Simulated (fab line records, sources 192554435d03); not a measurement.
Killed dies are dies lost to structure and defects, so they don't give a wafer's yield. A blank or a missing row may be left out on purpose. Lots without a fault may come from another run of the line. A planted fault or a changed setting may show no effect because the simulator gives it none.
Chamber matching | flow n5_finfet | N5_BEOL_M1_PRE_CLEAN_60 on cvd_co-01: 3 sister chambers
The step time 15 s. 3 wafers are shown with their chamber, then 6 later ones without.

WAFERS WITH THEIR CHAMBER
wafer  | chamber | heater_power_w (W)
L109.5 | 0       | 105
L113.1 | 2       | 100
L113.6 | 1       | 70

WAFERS WITHOUT THEIR CHAMBER
wafer  | heater_power_w (W)
L116.1 | 100
L116.2 | 106
L116.4 | 100
L115.2 | 103
L115.3 | 70
L115.6 | 100

WHICH CHAMBER EACH WENT THROUGH
wafer  | from the rows above     | in truth
L116.1 | 2                       | 2
L116.2 | 0                       | 0
L116.4 | 2                       | 2
L115.2 | can't be placed: 0 or 2 | 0
L115.3 | 1                       | 1
L115.6 | 2                       | 2
Placed correctly: 5 of 6. Can't be placed from these rows: 1 (the true chamber is among the candidates in 1). Placed wrongly: 0.
How it was worked out, from the rows above alone: a wafer's distance from a chamber is the root of the sum, over the readings, of the square of ((its reading less the chamber's mean) divided by the reading's scatter). The wafer belongs to the nearest chamber; if the next one is less than 2 further off, it can't be placed. A chamber's mean is the mean of its shown wafers. The scatter: with one shown wafer a chamber, the root of the mean of the squares of how far each hidden wafer lies from its nearest shown one.
